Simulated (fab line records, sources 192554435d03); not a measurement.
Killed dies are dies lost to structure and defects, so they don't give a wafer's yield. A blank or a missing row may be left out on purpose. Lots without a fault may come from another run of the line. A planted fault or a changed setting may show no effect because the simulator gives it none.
fab line records | flow n5_finfet
record lots=9 wafers=27 last_day=17
route steps=1938 shown BEOL_M0_SAQP@662 BEOL_M4@1111 PASSIVATION@1936
lots that met no fault: from a run of the same line without faults
start_h: hours from the record's first day to the start of the lot's first wafer shown | wait_h: hours since the lot's step before | " the same as in the row above | L1.1+2: a row that stands for several wafers | - no value, or no start given | * or withheld: withheld | < > ~ a bound
route shown NAME@n: a module of which the file shows steps, and the number in the route of the first | usual: mean/standard deviation of fault-free wafers | same: alike in all rows | chamber/n: place in a boat | sites: the reading at each site | _std_site: their standard deviation | _edge_site: outer sites' mean less inner sites' | radius_mm: how far each site lies from the wafer's centre | mask NAME#n: copy n | behind: the tool/chamber that last shaped the wafer | hold: why the lot was held/for how many hours/how that ended | device: the transistor (n, p or np) that didn't switch | end of line: the same wafers' tests at the end of the route | a step without rows: its recipe alone | killed: dies lost to structure and defects at the first sort, not the wafer's yield | map: a wafer's dies, x killed, . not, _ none there
set.NAME: the setting as run; set.NAME@STEP: as run at that earlier step | model.NAME: the simulator's own value behind a step, which no gauge read
steps of the route over a sample of lots; a table a step, a row a wafer
services: from which hour (start_h, from the record's first day; less than 0 if before it) a tool's chamber was out of use, for how many hours, and why
## steps
# step N5_BEOL_M0_SAQP_RECESS_114
# recipe chemistry=HF/NH3 target=SiO2 target_depth_a=144 afs_cycles=3 temp_c=30 sublimation_temp_c=180 sublimation_time_s=60
# usual afs_cycles=3/0 drypump_motor_current_A=5.86/0.27
# columns lot.wafer tool chamber start_h wait_h afs_cycles drypump_motor_current_A
L782.2 vapor_etch-02 1 113.70 0.0 3 6.25
L782.5 " 0 " " 3 5.59
L782.6 " 1 " " 3 6.26
L792.3 vapor_etch-02 1 178.31 0.1 - -
L792.5 " 1 " " - -
L792.6 " 0 " " - -
L793.1 vapor_etch-02 1 184.80 0.3 - -
L793.2 " 0 " " - -
L793.4 " 1 " " - -
L794.1 vapor_etch-02 0 186.83 0.0 - -
L794.3 " 1 " " - -
L794.6 " 0 " " - -
L795.1 vapor_etch-02 1 198.22 0.0 3 6.24
L795.2 " 0 " " 3 5.60
L795.4 " 1 " " 3 6.25
L796.1 vapor_etch-02 1 201.79 0.0 3 6.24
L796.2 " 0 " " 3 5.60
L796.4 " 0 " " 3 5.61
L798.2 vapor_etch-02 1 213.56 0.0 3 6.24
L798.3 " 1 " " 3 6.27
L798.5 " 1 " " 3 6.25
L799.2 vapor_etch-02 0 219.77 0.0 3 5.58
L799.3 " 0 " " 3 5.59
L799.4 " 1 " " 3 6.23
L803.3 vapor_etch-02 0 242.33 0.1 3 5.59
L803.5 " 1 " " 3 6.23
L803.6 " 0 " " 3 5.60
# step N5_BEOL_M0_SAQP_SPACER1_ETCHBACK_99
# recipe chemistry=CHF3/O2 mode=anisotropic_etchback target=SiO2 target_depth_a=154 time_s=7.7 pressure_mtorr=30 source_w=650 bias_w=170 Ar_flow_sccm=200 CHF3_flow_sccm=50 O2_flow_sccm=5 ion_energy_ev=200
# usual drypump_motor_current_A=6.0/0.38 oes_o_777_au=0.75/0.071 oes_product_au=0.74/0.072 rf_vpp_V=525/7.8 showerhead_plenum_p_Torr=2.39/0.084 throttle_valve_pct=19.00/0.23
# columns lot.wafer tool chamber start_h wait_h drypump_motor_current_A oes_o_777_au oes_product_au rf_hours_counter_h rf_vpp_V showerhead_plenum_p_Torr throttle_valve_pct
L782.2 rie_diel-01 0 114.80 0.4 6.2 0.72 0.73 189 523 2.31 19.01
L782.5 " 2 " " 5.2 0.71 0.69 - 529 2.37 19.08
L782.6 " 1 " " 6.0 0.73 0.72 - 524 2.39 19.10
L792.3 rie_diel-05 3 179.28 0.4 6.1 0.71 0.70 210 538 2.49 19.11
L792.5 " 2 " " 6.2 0.70 0.69 - 535 2.29 18.66
L792.6 " 1 " " 6.1 0.75 0.74 - 519 2.40 18.74
L793.1 rie_diel-01 2 186.49 0.3 5.2 0.93 0.92 15 528 2.36 18.74
L793.2 " 1 " " 6.1 0.70 0.70 215 524 2.38 19.14
L793.4 " 0 " " 6.2 0.70 0.71 212 524 2.30 19.04
L794.1 rie_diel-01 3 189.05 0.3 5.6 0.74 0.72 194 521 2.51 19.19
L794.3 " 1 " " 6.1 0.70 0.70 215 523 2.38 19.14
L794.6 " 0 " " 6.2 0.70 0.71 - 523 2.30 19.06
L795.1 rie_diel-05 3 199.10 0.3 6.1 0.71 0.69 216 539 2.49 19.14
L795.2 " 2 " " 6.2 0.69 0.69 233 535 2.28 18.68
L795.4 " 2 " " 6.2 0.70 0.68 - 535 2.28 18.68
L796.1 rie_diel-06 0 202.78 0.3 5.6 0.74 0.75 164 514 2.41 19.08
L796.2 " 1 " " 5.2 0.70 0.69 233 519 2.37 18.73
L796.4 " 0 " " 5.6 0.74 0.74 - 516 2.41 19.07
L798.2 rie_diel-01 3 214.73 0.3 5.6 0.73 0.70 201 519 2.50 19.20
L798.3 " 0 " " 6.2 0.70 0.70 220 523 2.29 19.06
L798.5 " 1 " " 6.0 0.70 0.69 - 525 2.38 19.15
L799.2 rie_diel-01 0 220.63 0.3 6.2 0.70 0.70 221 524 2.29 19.07
L799.3 " 2 " " 5.2 0.91 0.89 25 529 2.36 18.74
L799.4 " 3 " " 5.6 0.73 0.71 202 521 2.50 19.20
L803.3 rie_diel-05 0 243.07 0.3 6.4 0.91 0.93 10 523 2.55 19.04
L803.5 " 0 " " 6.4 0.91 0.92 - 521 2.55 19.03
L803.6 " 1 " " 6.0 0.75 0.73 - 518 2.40 18.77
# step N5_BEOL_M0_SAQP_ETCH_101
# recipe chemistry=CH3F/O2 target=SiNx mask_material=SiO2 target_depth_a=299 time_s=42.7 pressure_mtorr=30 source_w=395 bias_w=73 Ar_flow_sccm=150 CH3F_flow_sccm=30 O2_flow_sccm=20 ion_energy_ev=120
# usual drypump_motor_current_A=5.9/0.37 oes_o_777_au=0.75/0.077 oes_product_au=0.74/0.074 rf_vpp_V=298/4.5 showerhead_plenum_p_Torr=1.98/0.074 throttle_valve_pct=16.48/0.22
# columns lot.wafer tool chamber start_h wait_h drypump_motor_current_A oes_o_777_au oes_product_au rf_hours_counter_h rf_vpp_V showerhead_plenum_p_Torr throttle_valve_pct
L782.2 rie_diel-01 3 115.17 0.2 5.6 0.76 0.71 172 296 2.09 16.63
L782.5 " 3 " " 5.6 0.76 0.73 - 296 2.09 16.60
L782.6 " 0 " " 6.2 0.72 0.72 - 298 1.91 16.46
L792.3 rie_diel-05 3 179.52 0.0 6.2 0.70 0.70 210 307 2.07 16.61
L792.5 " 3 " " 6.1 0.70 0.70 - 307 2.07 16.61
L792.6 " 0 " " 6.4 0.70 0.70 - 292 1.88 16.91
L793.1 rie_diel-01 0 186.72 0.0 6.2 0.71 0.71 213 296 1.90 16.50
L793.2 " 2 " " 5.2 0.94 0.92 15 301 1.96 16.16
L793.4 " 3 " " 5.6 0.74 0.71 194 296 2.08 16.67
L794.1 rie_diel-06 2 189.28 0.0 5.6 0.80 0.79 144 293 1.84 16.49
L794.3 " 3 " " 6.2 0.74 0.73 161 298 1.99 16.75
L794.6 " 0 " " 5.6 0.74 0.74 - 292 2.00 16.53
L795.1 rie_diel-05 2 199.37 0.0 6.2 0.69 0.69 233 303 1.90 16.21
L795.2 " 3 " " 6.1 0.70 0.69 217 307 2.07 16.62
L795.4 " 2 " " 6.2 0.69 0.69 - 303 1.90 16.21
L796.1 rie_diel-05 2 203.16 0.2 6.2 0.68 0.69 235 304 1.89 16.20
L796.2 " 3 " " 6.2 0.69 0.69 219 307 2.07 16.63
L796.4 " 3 " " 6.2 0.70 0.70 - 305 2.07 16.62
L798.2 rie_diel-01 0 214.97 0.0 6.2 0.70 0.71 220 296 1.90 16.53
L798.3 " 2 " " 5.2 0.92 0.91 23 301 1.96 16.19
L798.5 " 2 " " 5.2 0.92 0.89 - 302 1.96 16.19
L799.2 rie_diel-06 1 220.95 0.1 5.2 0.71 0.69 239 294 1.96 16.23
L799.3 " 3 " " 6.2 0.73 0.73 172 296 1.99 16.78
L799.4 " 3 " " 6.2 0.73 0.73 - 298 1.99 16.78
L803.3 rie_diel-06 3 243.33 0.1 6.2 0.73 0.73 178 296 1.99 16.78
L803.5 " 2 " " 5.6 0.80 0.78 - 293 1.84 16.50
L803.6 " 3 " " 6.2 0.72 0.73 - 297 1.99 16.78
# step N5_BEOL_M0_SAQP_MANDREL_ETCH_103
# recipe chemistry=HBr/Cl2 target=a-Si target_depth_a=450 bt_time_s=10 stop_on=SiCN mask_material=SiO2 over_etch_frac=0.8 time_s=27 pressure_mtorr=10 icp_w=800 bias_w=75 HBr_flow_sccm=150 Cl2_flow_sccm=80 ends=end_point
# usual HBr_flow_sccm=149.9/0.42 drypump_motor_current_A=5.5/0.37 oes_product_au=0.686/0.0099 throttle_valve_pct=35.4/0.37
# columns lot.wafer tool chamber start_h wait_h HBr_flow_sccm drypump_motor_current_A oes_product_au rf_hours_counter_h throttle_valve_pct
L782.2 rie_si-03 2 115.30 0.0 149.0 6.0 0.704 3 35.4
L782.5 " 1 " " 150.2 5.8 0.698 - 35.3
L782.6 " 2 " " 149.7 6.0 0.698 - 35.4
L792.3 rie_si-01 2 179.66 0.0 150.1 5.3 0.674 187 34.7
L792.5 " 2 " " 149.7 5.3 0.682 - 34.7
L792.6 " 3 " " 149.8 4.9 0.692 - 35.7
L793.1 rie_si-01 1 186.86 0.0 149.3 5.5 0.704 157 35.5
L793.2 " 3 " " 150.0 4.9 0.692 60 35.7
L793.4 " 2 " " 149.1 5.3 0.683 187 34.7
L794.1 rie_si-01 0 189.43 0.0 150.2 5.7 0.687 136 35.6
L794.3 " 1 " " 150.0 5.5 0.692 157 35.5
L794.6 " 1 " " 150.4 5.5 0.692 - 35.5
L795.1 rie_si-01 3 199.55 0.0 150.5 4.9 0.690 60 35.7
L795.2 " 2 " " 149.5 5.3 0.678 188 34.7
L795.4 " 0 " " 150.2 5.7 0.684 136 35.6
L796.1 rie_si-05 3 203.34 0.0 149.4 5.5 0.680 185 35.7
L796.2 " 1 " " 150.2 5.1 0.681 29 35.9
L796.4 " 0 " " 150.4 6.1 0.691 81 34.9
L798.2 rie_si-01 3 215.10 0.0 150.0 4.9 0.682 60 35.7
L798.3 " 1 " " 149.9 5.5 0.699 158 35.5
L798.5 " 3 " " 149.9 4.9 0.704 - 35.7
L799.2 rie_si-05 2 221.09 0.0 149.3 5.4 0.685 54 34.9
L799.3 " 1 " " 150.3 5.1 0.680 30 35.9
L799.4 " 0 " " 150.1 6.1 0.697 82 34.9
L803.3 rie_si-05 1 243.47 0.0 150.6 5.2 0.677 30 35.9
L803.5 " 2 " " 149.1 5.4 0.678 - 34.9
L803.6 " 1 " " 150.3 5.1 0.686 - 35.9
# step N5_BEOL_M4_RC_MEAS_101
# usual DIBL_N=36.0/1.7 DIBL_P=35.8/2 IOFF_N=0.15/0.03 IOFF_P=0.20/0.037 ION_N=670/12 ION_P=460/7.2 SS_N=71.5/0.68 SS_P=73.2/0.65 VT_N=250/3.1 VT_P=-251/3.4
# columns lot.wafer tool chamber start_h wait_h DIBL_N[mV/V] DIBL_P[mV/V] IOFF_N[nA/um] IOFF_P[nA/um] ION_N[uA/um] ION_P[uA/um] SS_N[mV/dec] SS_P[mV/dec] VT_N[mV] VT_P[mV]
L782.2 prober-01 0 175.62 0.2 36.4 35.4 0.16 0.20 664 456 71.6 73.0 250 -251
L782.5 " 0 " " 34.2 31.6 0.11 0.16 655 455 70.5 72.0 256 -256
L782.6 " 0 " " 34.7 32.5 0.13 0.16 662 454 71.2 72.5 253 -257
L795.1 prober-02 0 261.88 0.0 34.5 34.6 0.12 0.16 667 455 71.1 72.6 252 -255
L795.2 " 0 " " 37.2 37.2 0.16 0.19 676 457 71.5 72.8 250 -254
L795.4 " 0 " " 37.5 38.0 0.16 0.20 672 460 72.1 73.8 252 -253
L799.2 prober-01 0 274.55 0.2 37.5 38.7 0.19 0.21 678 456 72.3 73.8 251 -252
L799.3 " 0 " " 34.2 34.3 0.12 0.15 670 455 71.8 73.0 255 -259
L799.4 " 0 " " 33.3 33.9 0.11 0.14 655 443 71.4 72.8 255 -259
L796.1 prober-01 0 281.65 0.0 35.4 35.2 0.14 0.20 676 469 71.5 73.1 252 -249
L796.2 " 0 " " 35.4 36.6 0.16 0.23 674 466 71.5 73.0 249 -247
L796.4 " 0 " " 34.2 32.8 0.12 0.17 670 457 71.4 72.7 251 -252
L798.2 prober-02 0 282.10 0.2 34.7 33.5 0.13 0.19 671 460 71.4 72.2 252 -249
L798.3 " 0 " " 36.5 35.0 0.15 0.22 647 448 72.0 72.6 251 -247
L798.5 " 0 " " 36.4 35.7 0.15 0.22 658 456 71.8 72.8 251 -247
L803.3 prober-02 0 305.41 0.3 34.7 33.1 0.14 0.17 671 462 71.1 72.5 248 -253
L803.5 " 0 " " 35.7 35.3 0.15 0.20 684 465 70.8 73.3 247 -252
L803.6 " 0 " " 37.3 35.7 0.17 0.21 665 457 71.3 72.6 248 -250
# step N5_PASSIVATION_PROBE_49
# usual defect_limited_yield=91.4/1.5 killed_at_M0_to_M3=32/9.8 killed_at_M4_up=15/5.6 killed_at_contacts=12/5.4 killed_at_front_end=40/13 killed_at_other=3.0/2.1 killed_dies=102/17 killed_on_rim=14/4.4 killed_open=67/13 killed_short=32/7.1 sort_bin_5_function=5.1/0.96 sort_bin_6_memory=3.2/0.7 sort_n_pass=1078/18 sort_yield_pct=91.3/1.5
# same gross_dies=1180 killed_at_back_side=0 sort_bin_4_leakage[%]=0 sort_bin_8_speed[%]=0
# columns lot.wafer tool chamber start_h wait_h defect_limited_yield[%] killed_at_M0_to_M3 killed_at_M4_up killed_at_contacts killed_at_front_end killed_at_other killed_dies killed_on_rim killed_open killed_short sort_bin_5_function[%] sort_bin_6_memory[%] sort_n_pass sort_yield_pct[%]
L793.1 prober-01 - 352.48 0.0 0 1104 7 11 55 3 1180 152 64 36 96.4 3.3 0 0
L793.2 prober-01 - 352.53 0.1 0 1101 22 13 41 3 1180 152 70 47 95.9 3.4 0 0
L793.4 prober-01 - 352.63 0.2 0 1101 8 16 48 7 1180 152 67 39 96.9 2.9 0 0
L792.3 prober-02 - 352.50 0.1 0 1104 13 26 37 0 1180 152 62 25 96.3 3.6 0 0
L792.5 prober-02 - 352.60 0.2 0 1122 13 10 32 3 1180 152 54 30 97.5 2.3 0 0
L792.6 prober-02 - 352.65 0.3 0 1124 15 15 25 1 1180 152 41 31 97.3 2.5 0 0
L794.1 prober-02 - 359.80 0.0 0 1114 14 13 38 1 1180 152 73 28 96.2 3.5 0 0
L794.3 prober-02 - 359.90 0.1 0 1125 14 7 31 3 1180 152 59 27 96.8 2.9 0 0
L794.6 prober-02 - 360.05 0.3 0 1103 19 5 51 2 1180 152 71 26 96.9 3.0 0 0
L795.1 prober-01 - 375.71 0.0 91.5 41 11 6 40 2 100 18 61 39 5.6 2.5 1080 91.5
L795.2 prober-01 - 375.76 0.1 90.8 39 13 7 49 0 108 10 65 40 5.8 3.3 1072 90.8
# killed by level:class
L793.1 BEOL_M0_SAQP:area_recess=1077 FIN_SAQP:geometric_particle:open=16 STI_FIN_REVEAL:geometric_particle:open=11 FIN_SAQP:geometric_particle:short=8 MOL_CONTACT_COAG:geometric_particle:open=8 DUMMY_GATE:geometric_particle:open=8 BEOL_M0_SAQP:geometric_particle:short=6 BEOL_M0_SAQP:geometric_particle:open=4
L792.3 BEOL_M0_SAQP:area_recess=1093 MOL_CONTACT_COAG:geometric_particle:open=22 BEOL_M5:geometric_particle:open=8 FIN_SAQP:geometric_particle:short=5 STI_FIN_REVEAL:geometric_particle:open=5 STARTING-WAFER:geometric_particle:open=5 GATE_CUT:geometric_particle:short=4 MOL_CONTACT_COAG:geometric_particle:short=4
L793.2 BEOL_M0_SAQP:area_recess=1059 MOL_CONTACT_COAG:geometric_particle:open=11 BEOL_M0_SAQP:geometric_particle:open=9 BEOL_M4:geometric_particle:open=9 FIN_SAQP:geometric_particle:short=7 BEOL_M0_SAQP:geometric_particle:short=7 BEOL_M3:geometric_particle:open=7 GATE_CUT:geometric_particle:short=6
L792.5 BEOL_M0_SAQP:area_recess=1096 BEOL_M0_SAQP:geometric_particle:short=12 MOL_CONTACT_COAG:geometric_particle:open=8 STI_FIN_REVEAL:geometric_particle:open=7 GATE_CUT:geometric_particle:open=7 GATE_CUT:geometric_particle:short=6 STARTING-WAFER:geometric_particle:open=5 BEOL_M0_SAQP:geometric_particle:open=4
L793.4 BEOL_M0_SAQP:area_recess=1072 MOL_CONTACT_COAG:geometric_particle:open=13 FIN_SAQP:geometric_particle:open=10 STI_FIN_REVEAL:geometric_particle:open=9 BEOL_M3:geometric_particle:open=9 FIN_SAQP:geometric_particle:short=7 STARTING-WAFER:geometric_particle:short=5 BEOL_M0_SAQP:geometric_particle:short=4
L792.6 BEOL_M0_SAQP:area_recess=1108 MOL_CONTACT_COAG:geometric_particle:open=11 GATE_CUT:geometric_particle:short=7 FIN_SAQP:geometric_particle:short=5 BEOL_M1:geometric_particle:open=5 BEOL_M0_SAQP:geometric_particle:short=5 MOL_CONTACT_COAG:geometric_particle:short=4 BEOL_M4:geometric_particle:open=4
L794.1 BEOL_M0_SAQP:area_recess=1078 BEOL_M0_SAQP:geometric_particle:open=12 MOL_CONTACT_COAG:geometric_particle:open=11 BEOL_M3:geometric_particle:open=8 STI_FIN_REVEAL:geometric_particle:open=7 GATE_CUT:geometric_particle:short=7 BEOL_M0_SAQP:geometric_particle:short=7 FIN_SAQP:geometric_particle:short=5
L794.3 BEOL_M0_SAQP:area_recess=1093 FIN_SAQP:geometric_particle:open=11 BEOL_M3:geometric_particle:open=9 BEOL_M2:geometric_particle:open=7 BEOL_M4:geometric_particle:open=7 MOL_CONTACT_COAG:geometric_particle:open=6 BEOL_M2:geometric_particle:short=6 STI_FIN_REVEAL:geometric_particle:open=4
L794.6 BEOL_M0_SAQP:area_recess=1082 FIN_SAQP:geometric_particle:open=13 STI_FIN_REVEAL:geometric_particle:open=11 BEOL_M3:geometric_particle:open=8 BEOL_M4:geometric_particle:open=7 GATE_CUT:geometric_particle:open=5 GATE_CUT:geometric_particle:short=5 MOL_CONTACT_COAG:geometric_particle:open=4
L795.1 BEOL_M0_SAQP:geometric_particle:short=10 BEOL_M0_SAQP:geometric_particle:open=9 DUMMY_GATE:geometric_particle:open=8 FIN_SAQP:geometric_particle:short=6 BEOL_M3:geometric_particle:open=6 GATE_CUT:geometric_particle:short=5 BEOL_M1:geometric_particle:open=5 STARTING-WAFER:geometric_particle:open=4
L795.2 BEOL_M3:geometric_particle:open=12 FIN_SAQP:geometric_particle:short=10 BEOL_M0_SAQP:geometric_particle:open=9 FIN_SAQP:geometric_particle:open=7 STI_FIN_REVEAL:geometric_particle:open=7 MOL_CONTACT_COAG:geometric_particle:open=7 BEOL_M0_SAQP:geometric_particle:short=7 GATE_CUT:geometric_particle:short=5
## services
# columns tool chamber start_h hours kind
rie_diel-06 0 101.16 4.5 repair
rie_si-05 - 110.17 2.8 pm
rie_si-03 - 116.19 2.8 pm
rie_diel-01 2 121.22 - clean
rie_diel-01 2 121.22 - consumable_replace:focus_ring
rie_diel-01 2 121.22 12.1 scheduled_down
rie_diel-01 2 121.22 12.1 vent_cycle
rie_diel-01 3 123.80 3.1 repair
rie_si-01 - 135.58 0.1 repair
rie_diel-06 0 190.33 6.5 repair
rie_diel-05 0 192.88 - clean
rie_diel-05 0 192.88 - consumable_replace:focus_ring
rie_diel-05 0 192.88 - consumable_replace:showerhead
rie_diel-05 0 192.88 15.2 scheduled_down
rie_diel-05 0 192.88 15.2 vent_cycle
rie_diel-06 2 195.78 28.7 repair
rie_si-05 1 196.37 6.5 repair
rie_si-03 - 197.32 0.9 repair
rie_diel-05 1 197.55 24.1 repair
rie_si-03 - 209.51 1.2 repair
rie_si-01 2 214.05 - clean
rie_si-01 2 214.05 17.8 scheduled_down
rie_si-01 2 214.05 17.8 vent_cycle
rie_si-05 3 238.37 - clean
## key
first_sign step=N5_BEOL_M0_SAQP_RECESS_114 reading=tool_record direction=missing
effect step=N5_PASSIVATION_PROBE_49 reading=killed_at_M0_to_M3 direction=up sigmas=99+ usual=32 struck=1111
more_kills_born_at N5_BEOL_M0_SAQP_RECESS_114@vapor_etch-02=9758
met_at N5_BEOL_M0_SAQP_RECESS_114
struck_lots L792,L793,L794
later_rows_left_out L792.3,L792.5,L792.6,L793.1,L793.2,L793.4,L794.1,L794.3,L794.6
not_acting_at N5_BEOL_M0_SAQP_SPACER1_ETCHBACK_99,N5_BEOL_M0_SAQP_ETCH_101,N5_BEOL_M0_SAQP_MANDREL_ETCH_103
onset_between 113.70 178.31
fault kind=skipped_step_whole tool=vapor_etch-02 chamber=- onset_h=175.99 steps=N5_BEOL_M0_SAQP_RECESS_114 scope=struck_lots_only
# later_rows_left_out: the simulator's readings of these wafers behind a module that went badly wrong aren't trusted and aren't shown, but for the sort
